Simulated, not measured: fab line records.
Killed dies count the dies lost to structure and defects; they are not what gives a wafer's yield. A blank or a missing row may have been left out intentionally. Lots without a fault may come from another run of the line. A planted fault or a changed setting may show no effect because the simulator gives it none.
Split-lot study || flow n5 finfet || route with 1938 steps; 7 lots, 39 wafers read

SPLIT DETAILS
At N5_HKMG_FIN_ETCH_55 (etches SOC in N2/H2, target depth 240 nm, time 300 s), the setting bias w was moved away from the recipe's 150 W on 9 of the 39 wafers read, by -9.5% to +15.0%. For the rest of the wafers, this setting stayed at what the recipe calls for.

Reading taken at the split's own step.

THE READING
rf vpp V, in V, at N5_HKMG_FIN_ETCH_55 (etches SOC in N2/H2, target depth 240 nm, time 300 s). Fault-free wafers of this fab line usually give 524.0 V, standard deviation 2.7 V.

{"wafer": "L082.1", "tool, chamber at the split": "rie diel-05, 0", "bias w as run, W": 150, "against the recipe": "recipe", "rf vpp V, V": 526.9, "against lot-mates on the recipe": "-"}
{"wafer": "L082.2", "tool, chamber at the split": "rie diel-05, 1", "bias w as run, W": 166.9, "against the recipe": "+11.3%", "rf vpp V, V": 562.7, "against lot-mates on the recipe": "+40.1"}
{"wafer": "L082.3", "tool, chamber at the split": "rie diel-05, 3", "bias w as run, W": 150, "against the recipe": "recipe", "rf vpp V, V": 520.7, "against lot-mates on the recipe": "-"}
{"wafer": "L082.4", "tool, chamber at the split": "rie diel-05, 1", "bias w as run, W": 166.9, "against the recipe": "+11.3%", "rf vpp V, V": 563.2, "against lot-mates on the recipe": "+40.6"}
{"wafer": "L082.5", "tool, chamber at the split": "rie diel-05, 0", "bias w as run, W": 166.9, "against the recipe": "+11.3%", "rf vpp V, V": 562.9, "against lot-mates on the recipe": "+40.3"}
{"wafer": "L082.6", "tool, chamber at the split": "rie diel-05, 3", "bias w as run, W": 150, "against the recipe": "recipe", "rf vpp V, V": 520.3, "against lot-mates on the recipe": "-"}
{"wafer": "L087.1", "tool, chamber at the split": "rie diel-03, 2", "bias w as run, W": 150, "against the recipe": "recipe", "rf vpp V, V": 525.5, "against lot-mates on the recipe": "-"}
{"wafer": "L087.2", "tool, chamber at the split": "rie diel-03, 0", "bias w as run, W": 150, "against the recipe": "recipe", "rf vpp V, V": 523.6, "against lot-mates on the recipe": "-"}
{"wafer": "L087.3", "tool, chamber at the split": "rie diel-03, 3", "bias w as run, W": 150, "against the recipe": "recipe", "rf vpp V, V": 525.0, "against lot-mates on the recipe": "-"}
{"wafer": "L087.4", "tool, chamber at the split": "rie diel-03, 1", "bias w as run, W": 150, "against the recipe": "recipe", "rf vpp V, V": 525.5, "against lot-mates on the recipe": "-"}
{"wafer": "L087.5", "tool, chamber at the split": "rie diel-03, 0", "bias w as run, W": 150, "against the recipe": "recipe", "rf vpp V, V": 523.7, "against lot-mates on the recipe": "-"}
{"wafer": "L087.6", "tool, chamber at the split": "rie diel-03, 3", "bias w as run, W": 150, "against the recipe": "recipe", "rf vpp V, V": 524.0, "against lot-mates on the recipe": "-"}
{"wafer": "L088.1", "tool, chamber at the split": "rie diel-03, 0", "bias w as run, W": 150, "against the recipe": "recipe", "rf vpp V, V": 523.5, "against lot-mates on the recipe": "-"}
{"wafer": "L088.2", "tool, chamber at the split": "rie diel-03, 1", "bias w as run, W": 150, "against the recipe": "recipe", "rf vpp V, V": 525.6, "against lot-mates on the recipe": "-"}
{"wafer": "L088.3", "tool, chamber at the split": "rie diel-03, 3", "bias w as run, W": 150, "against the recipe": "recipe", "rf vpp V, V": 522.5, "against lot-mates on the recipe": "-"}
{"wafer": "L088.4", "tool, chamber at the split": "rie diel-03, 2", "bias w as run, W": 150, "against the recipe": "recipe", "rf vpp V, V": 526.2, "against lot-mates on the recipe": "-"}
{"wafer": "L088.5", "tool, chamber at the split": "rie diel-03, 2", "bias w as run, W": 150, "against the recipe": "recipe", "rf vpp V, V": 526.0, "against lot-mates on the recipe": "-"}
{"wafer": "L088.6", "tool, chamber at the split": "rie diel-03, 1", "bias w as run, W": 150, "against the recipe": "recipe", "rf vpp V, V": 523.9, "against lot-mates on the recipe": "-"}
{"wafer": "L089.1", "tool, chamber at the split": "rie diel-05, 3", "bias w as run, W": 150, "against the recipe": "recipe", "rf vpp V, V": 519.7, "against lot-mates on the recipe": "-"}
{"wafer": "L089.2", "tool, chamber at the split": "rie diel-05, 0", "bias w as run, W": 135.7, "against the recipe": "-9.5%", "rf vpp V, V": 495.1, "against lot-mates on the recipe": -29.1}
{"wafer": "L089.3", "tool, chamber at the split": "rie diel-05, 2", "bias w as run, W": 135.7, "against the recipe": "-9.5%", "rf vpp V, V": 492.5, "against lot-mates on the recipe": -31.7}
{"wafer": "L089.4", "tool, chamber at the split": "rie diel-05, 1", "bias w as run, W": 135.7, "against the recipe": "-9.5%", "rf vpp V, V": 495.5, "against lot-mates on the recipe": -28.7}
{"wafer": "L089.5", "tool, chamber at the split": "rie diel-05, 2", "bias w as run, W": 150, "against the recipe": "recipe", "rf vpp V, V": 524.6, "against lot-mates on the recipe": "-"}
{"wafer": "L089.6", "tool, chamber at the split": "rie diel-05, 1", "bias w as run, W": 150, "against the recipe": "recipe", "rf vpp V, V": 528.2, "against lot-mates on the recipe": "-"}
{"wafer": "L091.1", "tool, chamber at the split": "rie diel-04, 0", "bias w as run, W": 150, "against the recipe": "recipe", "rf vpp V, V": 520.9, "against lot-mates on the recipe": "-"}
{"wafer": "L091.2", "tool, chamber at the split": "rie diel-04, 2", "bias w as run, W": 150, "against the recipe": "recipe", "rf vpp V, V": 527.0, "against lot-mates on the recipe": "-"}
{"wafer": "L091.3", "tool, chamber at the split": "rie diel-04, 3", "bias w as run, W": 150, "against the recipe": "recipe", "rf vpp V, V": 528.5, "against lot-mates on the recipe": "-"}
{"wafer": "L091.4", "tool, chamber at the split": "rie diel-04, 3", "bias w as run, W": 150, "against the recipe": "recipe", "rf vpp V, V": 528.8, "against lot-mates on the recipe": "-"}
{"wafer": "L091.5", "tool, chamber at the split": "rie diel-04, 0", "bias w as run, W": 150, "against the recipe": "recipe", "rf vpp V, V": 520.6, "against lot-mates on the recipe": "-"}
{"wafer": "L091.6", "tool, chamber at the split": "rie diel-04, 2", "bias w as run, W": 150, "against the recipe": "recipe", "rf vpp V, V": 525.2, "against lot-mates on the recipe": "-"}
{"wafer": "L092.1", "tool, chamber at the split": "rie diel-04, 0", "bias w as run, W": 150, "against the recipe": "recipe", "rf vpp V, V": 519.3, "against lot-mates on the recipe": "-"}
{"wafer": "L092.2", "tool, chamber at the split": "rie diel-04, 3", "bias w as run, W": 150, "against the recipe": "recipe", "rf vpp V, V": 528.0, "against lot-mates on the recipe": "-"}
{"wafer": "L092.3", "tool, chamber at the split": "rie diel-04, 2", "bias w as run, W": 150, "against the recipe": "recipe", "rf vpp V, V": 524.7, "against lot-mates on the recipe": "-"}
{"wafer": "L093.1", "tool, chamber at the split": "rie diel-05, 0", "bias w as run, W": 172.5, "against the recipe": "+15.0%", "rf vpp V, V": 575.5, "against lot-mates on the recipe": "+53.0"}
{"wafer": "L093.2", "tool, chamber at the split": "rie diel-05, 2", "bias w as run, W": 172.5, "against the recipe": "+15.0%", "rf vpp V, V": 573.5, "against lot-mates on the recipe": "+51.0"}
{"wafer": "L093.3", "tool, chamber at the split": "rie diel-05, 3", "bias w as run, W": 150, "against the recipe": "recipe", "rf vpp V, V": 521.0, "against lot-mates on the recipe": "-"}
{"wafer": "L093.4", "tool, chamber at the split": "rie diel-05, 1", "bias w as run, W": 150, "against the recipe": "recipe", "rf vpp V, V": 526.7, "against lot-mates on the recipe": "-"}
{"wafer": "L093.5", "tool, chamber at the split": "rie diel-05, 0", "bias w as run, W": 172.5, "against the recipe": "+15.0%", "rf vpp V, V": 575.0, "against lot-mates on the recipe": "+52.5"}
{"wafer": "L093.6", "tool, chamber at the split": "rie diel-05, 3", "bias w as run, W": 150, "against the recipe": "recipe", "rf vpp V, V": 519.7, "against lot-mates on the recipe": "-"}

THE FIT
A straight line over all 39 wafers: rf vpp V changes by +3.33 V for each +1% of bias w; r = +0.99; the points scatter about the line by 2.6 V.
The same after taking each lot's own level away (the mean of its wafers on the recipe; 39 wafers): +3.42 V for each +1%; r = +0.99; scatter 2.6 V.
That fit puts the effect of the largest move of bias w on the reading at 51 V.
The span of the lots' own levels, 522.47 to 525.17 V, comes to 1.0 times the standard deviation stated above.
So the lot-to-lot level changes the slope little: the two slopes agree.
Check: with one of the wafers moved furthest among these (+15.0%) left out of the fit, the line predicts +51.4 V for it against its lot-mates. It came out at +53 V against them.
Tool readings at the split's step, against how far the setting was moved: rf vpp V r = +0.99.

FURTHER SPLITS ON THESE WAFERS
These wafers also went through other splits before the reading. Each is held against what the fit with the lots' levels taken away leaves over:
{"other split on the same wafers": "N5_FIN_SAQP_SPACER1_ALD_24 ald cycles", "wafers away from the commonest value": 12, "r with rf vpp V (lot level and that fit taken away)": "+0.22"}
{"other split on the same wafers": "N5_DUMMY_GATE_ETCH_31 target depth a", "wafers away from the commonest value": 18, "r with rf vpp V (lot level and that fit taken away)": "+0.09"}
{"other split on the same wafers": "N5_DUMMY_GATE_ETCH_32 time s", "wafers away from the commonest value": 18, "r with rf vpp V (lot level and that fit taken away)": "+0.13"}

FILE'S OWN FIT
rf vpp V changes by +3.44 V for each +1% of bias w, r = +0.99.
